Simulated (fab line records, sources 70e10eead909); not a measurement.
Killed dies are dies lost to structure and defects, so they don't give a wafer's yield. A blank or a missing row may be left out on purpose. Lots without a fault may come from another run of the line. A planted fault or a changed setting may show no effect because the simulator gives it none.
fab line records | flow nand_harc
record lots=7 wafers=21 last_day=33
route steps=1302 shown P_M0@255 END@1302
lots that met no fault: from a run of the same line without faults
start_h: hours from the record's first day to the start of the lot's first wafer shown | wait_h: hours since the lot's step before | " the same as in the row above | L1.1+2: a row that stands for several wafers | - no value, or no start given | * or withheld: withheld | < > ~ a bound
route shown NAME@n: a module of which the file shows steps, and the number in the route of the first | usual: mean/standard deviation of fault-free wafers | same: alike in all rows | chamber/n: place in a boat | sites: the reading at each site | _std_site: their standard deviation | _edge_site: outer sites' mean less inner sites' | radius_mm: how far each site lies from the wafer's centre | mask NAME#n: copy n | behind: the tool/chamber that last shaped the wafer | hold: why the lot was held/for how many hours/how that ended | device: the transistor (n, p or np) that didn't switch | end of line: the same wafers' tests at the end of the route | a step without rows: its recipe alone | killed: dies lost to structure and defects at the first sort, not the wafer's yield | map: a wafer's dies, x killed, . not, _ none there
set.NAME: the setting as run; set.NAME@STEP: as run at that earlier step | model.NAME: the simulator's own value behind a step, which no gauge read
lots at some steps of the route; a table a step, a row a wafer
services: from which hour (start_h, from the record's first day; less than 0 if before it) a tool's chamber was out of use, for how many hours, and why
## steps
# step NHARC_P_M0_HMDS_02
# recipe time_s=30
# step NHARC_P_M0_COAT_33
# recipe temp_c=200 time_s=65
# step NHARC_P_M0_COAT_03
# recipe spin_rpm=1500 resist_thk_nm=90
# step NHARC_P_M0_SOFTBAKE_04
# recipe temp_c=105 time_s=55
# step NHARC_P_M0_EBR_05
# step NHARC_P_M0_EXPOSE_06
# recipe na=1.35 target_cd_nm=90 dose_mj=81.28 mask_id=P_M0
# step NHARC_P_M0_PEB_07
# recipe peb_temp_c=100 peb_time_s=65
# step NHARC_P_M0_DEVELOP_08
# recipe develop_time_s=35 dev_temp_c=23
# step NHARC_P_M0_CD_MEAS_09
# recipe target_cd_nm=90 landing_energy_ev=500
# usual cd_nm=89.9/0.52
# columns lot.wafer tool chamber start_h wait_h cd_nm
L535.1 cd_sem-02 0 135.60 - 89.7
L535.5 " 0 " " 90.3
L535.6 " 0 " " 89.2
L543.2 cd_sem-01 0 197.99 - 90.5
L543.3 " 0 " " 90.7
L543.4 " 0 " " 90.3
L547.1 cd_sem-02 0 239.52 - 90.5
L547.3 " 0 " " 90.3
L547.5 " 0 " " 91.1
L551.4 cd_sem-01 0 285.06 - 90.4
L551.5 " 0 " " 89.9
L551.6 " 0 " " 90.4
L556.1 cd_sem-03 0 321.96 - 89.7
L556.3 " 0 " " 89.8
L556.6 " 0 " " 89.6
L555.3 cd_sem-02 0 322.60 - 90.2
L555.5 " 0 " " 90.4
L555.6 " 0 " " 90.9
L557.1 cd_sem-03 0 334.02 - 90.0
L557.3 " 0 " " 89.7
L557.5 " 0 " " 90.1
# step NHARC_P_M0_OVL_MEAS_10
# recipe pitch_nm=180
# usual overlay_x_nm=0.1/0.77 overlay_y_nm=0.3/0.81
# columns lot.wafer tool chamber start_h wait_h overlay_x_nm overlay_y_nm
L535.1 overlay-02 - 135.68 - -1.2 0.2
L535.5 " - " " -0.6 0.1
L535.6 " - " " -0.6 0.0
L543.2 overlay-01 - 198.08 - -1.4 -0.1
L543.3 " - " " -1.4 0.4
L543.4 " - " " -1.3 0.2
L547.1 overlay-01 - 239.61 - 1.0 -0.9
L547.3 " - " " 0.8 -0.6
L547.5 " - " " 1.0 -1.0
L551.4 overlay-02 - 285.15 - -0.1 0.3
L551.5 " - " " 0.2 0.5
L551.6 " - " " 0.9 0.5
L556.1 overlay-01 - 322.05 - -0.2 0.9
L556.3 " - " " 0.1 0.6
L556.6 " - " " 0.1 0.4
L555.3 overlay-02 - 322.68 - 2.0 -0.6
L555.5 " - " " 1.8 -0.7
L555.6 " - " " 1.7 -0.6
L557.1 overlay-02 - 334.10 - -0.1 1.6
L557.3 " - " " 0.2 1.3
L557.5 " - " " -0.2 1.6
# step NHARC_P_M0_INSPECT_11
# usual raw_defect_count=4.2/2.5
# columns lot.wafer tool chamber start_h wait_h raw_defect_count
L535.1 defect_inspect-02 - 135.72 0.0 2
L535.5 " - " " 4
L535.6 " - " " 3
L543.2 defect_inspect-01 - 198.11 0.0 4
L543.3 " - " " 2
L543.4 " - " " 4
L547.1 defect_inspect-02 - 239.65 0.0 2
L547.3 " - " " 5
L547.5 " - " " 1
L551.4 defect_inspect-02 - 285.18 0.0 12
L551.5 " - " " 13
L551.6 " - " " 9
L556.1 defect_inspect-02 - 322.09 0.0 3
L556.3 " - " " 2
L556.6 " - " " 3
L555.3 defect_inspect-01 - 322.72 0.0 4
L555.5 " - " " 2
L555.6 " - " " 0
L557.1 defect_inspect-01 - 334.14 0.0 8
L557.3 " - " " 8
L557.5 " - " " 9
# step NHARC_P_M0_DESCUM_14
# recipe time_s=3 o2_flow_sccm=200 ar_flow_sccm=0 bias_power_w=0 chemistry=O2
# usual drypump_motor_current_A=6.09/0.25 oes_product_au=1.002/0.0075 rf_vpp_V=57.7/1.1 showerhead_plenum_p_Torr=1.88/0.12 throttle_valve_pct=11.312/0.0085
# columns lot.wafer tool chamber start_h wait_h drypump_motor_current_A oes_product_au rf_hours_counter_h rf_vpp_V showerhead_plenum_p_Torr throttle_valve_pct
L535.1 rie_diel-07 0 135.78 0.1 6.08 1.003 3 58.6 1.79 11.312
L535.5 " 0 " " 6.07 1.008 - 57.8 1.79 11.328
L535.6 " 1 " " 5.71 1.005 - 57.5 1.82 11.306
L543.4 rie_diel-07 3 198.17 0.1 6.12 0.997 25 58.6 2.05 11.325
L543.3 " 0 " " 6.09 1.004 26 57.9 1.78 11.318
L543.2 " 1 " " 5.73 1.007 26 57.1 1.82 11.329
L547.3 rie_diel-07 2 239.71 0.1 5.94 1.014 38 57.1 1.90 11.305
L547.1 " 3 " " 6.13 1.000 41 58.8 2.04 11.315
L547.5 " 2 " " 5.93 1.003 - 56.3 1.90 11.311
L551.4 rie_diel-02 0 285.24 0.1 6.22 1.004 10 57.5 1.76 11.316
L551.5 " 0 " " 6.21 1.008 - 55.2 1.76 11.303
L551.6 " 1 " " 6.02 1.016 - 58.8 2.07 11.320
L556.3 rie_diel-02 1 322.15 0.1 6.05 0.997 14 61.0 2.07 11.323
L556.1 " 3 " " 5.59 1.020 14 57.8 1.78 11.300
L556.6 " 2 " " 6.40 0.999 - 57.6 2.00 11.322
L555.3 rie_diel-02 0 322.79 0.1 6.21 1.006 16 57.6 1.76 11.319
L555.6 " 3 " " 5.60 0.998 - 58.3 1.78 11.304
L555.5 " 0 " " 6.22 0.997 - 56.7 1.76 11.303
L557.1 rie_diel-02 2 334.22 0.1 6.38 1.000 17 57.1 2.00 11.325
L557.3 " 3 " " 5.61 1.011 15 56.9 1.78 11.311
L557.5 " 0 " " 6.22 0.995 - 56.6 1.76 11.308
# step NHARC_P_M0_ETCH_34
# recipe target_depth_a=400 overetch_a=120 time_s=43.94 ion_energy_ev=200 n2_flow_sccm=150 h2_flow_sccm=150 ar_flow_sccm=0 rf_w=400 bias_w=150 chemistry=N2/H2
# usual drypump_motor_current_A=6.08/0.27 n2_flow_sccm=150.0/0.46 oes_product_au=1.003/0.0079 rf_vpp_V=429/3.7 run_length_s=65.3/0.43 showerhead_plenum_p_Torr=1.99/0.13 throttle_valve_pct=14.171/0.0094
# columns lot.wafer tool chamber start_h wait_h drypump_motor_current_A n2_flow_sccm oes_product_au rf_hours_counter_h rf_vpp_V run_length_s showerhead_plenum_p_Torr throttle_valve_pct
L535.1 rie_diel-07 1 135.89 0.1 5.74 149.7 0.995 3 428 65.8 1.94 14.176
L535.6 " 2 " " 5.93 148.9 0.997 - 431 65.4 2.04 14.146
L535.5 " 3 " " 6.15 150.2 1.008 - 435 65.0 2.20 14.167
L543.4 rie_diel-07 0 198.26 0.1 6.12 149.9 1.001 26 425 65.1 1.90 14.171
L543.2 " 2 " " 5.93 150.2 1.004 25 431 65.4 2.03 14.159
L543.3 " 3 " " 6.15 150.5 0.991 25 436 65.1 2.19 14.169
L547.3 rie_diel-07 2 239.80 0.1 5.92 150.1 1.008 38 431 65.4 2.03 14.157
L547.1 " 0 " " 6.06 149.7 1.007 44 426 64.8 1.89 14.186
L547.5 " 1 " " 5.74 150.2 0.991 - 428 65.3 1.93 14.176
L551.4 rie_diel-02 0 285.33 0.1 6.24 150.2 1.001 10 426 65.0 1.87 14.165
L551.6 " 0 " " 6.25 150.5 1.010 - 427 64.9 1.87 14.187
L551.5 " 1 " " 6.01 149.8 0.995 - 435 66.1 2.22 14.176
L556.3 rie_diel-02 3 322.24 0.1 5.60 150.4 1.003 14 425 52.0 1.90 14.179
L556.1 " 2 " " 6.41 150.8 0.990 16 433 52.6 2.14 14.165
L556.6 " 0 " " 6.23 150.2 0.994 - 427 65.2 1.87 14.148
L555.3 rie_diel-02 3 322.87 0.1 5.60 149.9 1.013 15 425 52.1 1.89 14.178
L555.6 " 2 " " 6.37 150.2 1.003 - 434 65.6 2.14 14.173
L555.5 " 3 " " 5.62 150.1 1.012 - 425 65.1 1.89 14.167
L557.1 rie_diel-02 2 334.29 0.1 6.42 150.5 1.003 17 434 52.3 2.14 14.174
L557.3 " 3 " " 5.60 150.0 1.015 15 428 52.0 1.89 14.171
L557.5 " 3 " " 5.60 150.1 1.023 - 427 64.7 1.89 14.170
# step NHARC_P_M0_ETCH_15
# recipe target_depth_a=1500 overetch_a=150 time_s=82.5 c4f8_flow_sccm=withheld ar_flow_sccm=400 rf_w=600 bias_w=300 chemistry=C4F8/Ar
# usual oes_product_au=0.965/0.018 rf_vpp_V=440/3.7 run_length_s=103.9/0.41
# columns lot.wafer tool chamber start_h wait_h oes_product_au rf_hours_counter_h rf_vpp_V run_length_s
L535.1 rie_diel-07 2 - - 0.973 2 439 104.0
L535.5 " 3 " " 0.952 - 446 103.5
L535.6 " 0 " " 0.952 - 436 103.6
L543.3 rie_diel-07 2 - - 0.986 25 441 104.0
L543.4 " 0 " " 0.963 26 437 103.7
L543.2 " 1 " " 0.980 26 438 104.1
L547.3 rie_diel-07 2 - - 0.968 38 440 104.1
L547.1 " 3 " " 0.955 41 443 103.3
L547.5 " 0 " " 0.983 - 438 104.0
L551.4 rie_diel-02 2 - - 0.985 11 444 103.6
L551.6 " 2 " " 0.983 - 443 103.8
L551.5 " 3 " " 0.985 - 437 103.2
L556.3 rie_diel-02 3 - - 0.999 14 437 103.9
L556.1 " 2 " " 0.973 16 443 103.6
L556.6 " 3 " " 0.994 - 436 103.1
L555.3 rie_diel-02 2 - - 0.989 16 444 103.8
L555.6 " 2 " " 0.983 - 444 103.9
L555.5 " 3 " " 0.965 - 435 103.5
L557.3 rie_diel-02 1 - - 0.959 14 445 104.6
L557.1 " 0 " " 0.961 16 437 103.7
L557.5 " 2 " " 0.981 - 445 103.6
# step NHARC_END_SORT_01
# recipe temp_c=25
# usual defect_limited_yield=91/3.1 killed_at_array=56/21 killed_at_other=1.2/1.6 killed_at_periphery=3.7/2.5 killed_dies=61/21 killed_open=3.1/1.8 killed_short=2.8/1.7
# same gross_dies=677
# columns lot.wafer tool chamber start_h wait_h defect_limited_yield[%] killed_at_array killed_at_other killed_at_periphery killed_dies killed_open killed_short
L543.2 prober-02 0 653.45 2.8 92 53 0 4 57 4 3
L543.3 prober-02 0 654.25 3.1 91 57 2 2 61 1 2
L543.4 prober-02 0 655.05 3.4 88 76 1 1 78 4 3
L556.1 prober-02 0 772.46 2.5 92 48 1 3 52 1 4
L556.3 prober-02 0 774.03 3.1 90 64 0 4 68 4 2
L556.6 prober-02 0 776.40 3.9 91 60 1 1 62 0 2
# killed by level:class
L543.2 A_CHANNEL_HOLE_D1:chamber_film_flake=31 A_CHANNEL_HOLE_D2:chamber_film_flake=7 A_CONTACT:chamber_film_flake=7 A_M1:chamber_film_flake=3 P_M0:geometric_particle:open=2 P_STI:geometric_particle:open=1 P_CONTACT:geometric_particle:open=1 A_CHANNEL_FILL_D1:geometric_particle:short=1
L543.3 A_CHANNEL_HOLE_D1:chamber_film_flake=35 A_CHANNEL_HOLE_D2:chamber_film_flake=8 A_CONTACT:chamber_film_flake=6 A_STAIRCASE:chamber_film_flake=2 THIN_TSV:chamber_film_flake=2 A_DECK1_JOINT:geometric_particle:open=1 A_ONON_D2:geometric_particle:short=1 A_CHANNEL_FILL_D2:geometric_particle:short=1
L543.4 A_CHANNEL_HOLE_D1:chamber_film_flake=32 A_CHANNEL_HOLE_D2:chamber_film_flake=15 A_CONTACT:chamber_film_flake=10 A_DECK1_JOINT:chamber_film_flake=5 A_M1:chamber_film_flake=4 A_SLIT:chamber_film_flake=2 P_M1:geometric_particle:short=1 A_ONON_D1:geometric_particle:open=1
L556.1 A_SLIT:chamber_film_flake=25 A_CHANNEL_HOLE_D1:chamber_film_flake=13 A_CONTACT:chamber_film_flake=4 P_M2:geometric_particle:short=1 A_DECK1_JOINT:geometric_particle:short=1 A_CHANNEL_HOLE_D2:geometric_particle:short=1 A_WL_FILL:geometric_particle:short=1 A_M0:geometric_particle:open=1
L556.3 A_SLIT:chamber_film_flake=30 A_CHANNEL_HOLE_D1:chamber_film_flake=17 A_SGD_CUT:chamber_film_flake=4 A_ZERO_WELL:chamber_film_flake=2 A_STAIRCASE:chamber_film_flake=2 A_WL_FILL:chamber_film_flake=2 A_CONTACT:chamber_film_flake=2 P_CONTACT:geometric_particle:open=1
L556.6 A_SLIT:chamber_film_flake=34 A_CHANNEL_HOLE_D1:chamber_film_flake=15 A_SGD_CUT:chamber_film_flake=5 A_WL_FILL:chamber_film_flake=2 P_M1:geometric_particle:short=1 A_ONON_D1:geometric_particle:short=1 A_CHANNEL_HOLE_D2:chamber_film_flake=1 A_STAIRCASE:chamber_film_flake=1
## services
# columns tool chamber start_h hours kind
rie_diel-02 0 115.02 12.5 repair
rie_diel-07 - 117.33 9.0 pm
rie_diel-02 1 123.01 - clean
rie_diel-02 2 123.01 - clean
rie_diel-02 3 123.01 - clean
rie_diel-02 - 127.93 1.4 repair
rie_diel-02 0 147.51 - clean
rie_diel-02 1 147.51 - clean
rie_diel-02 2 147.51 - clean
rie_diel-02 3 147.51 - clean
rie_diel-02 3 164.21 27.4 repair
rie_diel-02 0 172.06 - clean
rie_diel-02 1 172.06 - clean
rie_diel-02 2 172.06 - clean
rie_diel-02 0 196.56 - clean
rie_diel-02 1 196.56 - clean
rie_diel-02 2 196.56 - clean
rie_diel-02 - 216.70 9.0 pm
rie_diel-02 1 227.94 5.0 repair
rie_diel-07 - 253.45 0.7 repair
rie_diel-02 1 272.59 8.2 repair
rie_diel-07 0 275.90 13.9 repair
rie_diel-07 - 294.35 9.0 pm
rie_diel-07 3 327.72 7.0 repair
## key
first_sign step=NHARC_P_M0_ETCH_34 reading=run_length_s direction=down sigmas=30 usual=* struck=*
effect none on later readings
met_at NHARC_P_M0_ETCH_34
struck_wafers L555.3,L556.1,L556.3,L557.1,L557.3
onset_between 285.33 322.24
fault kind=process_parameter_drift tool=rie_diel-02 chamber=- onset_h=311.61 steps=NHARC_P_M0_ETCH_34 channel=time_s offset=* shape=step end_h=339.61 scope=struck_wafers_only acts_in=* stated=*
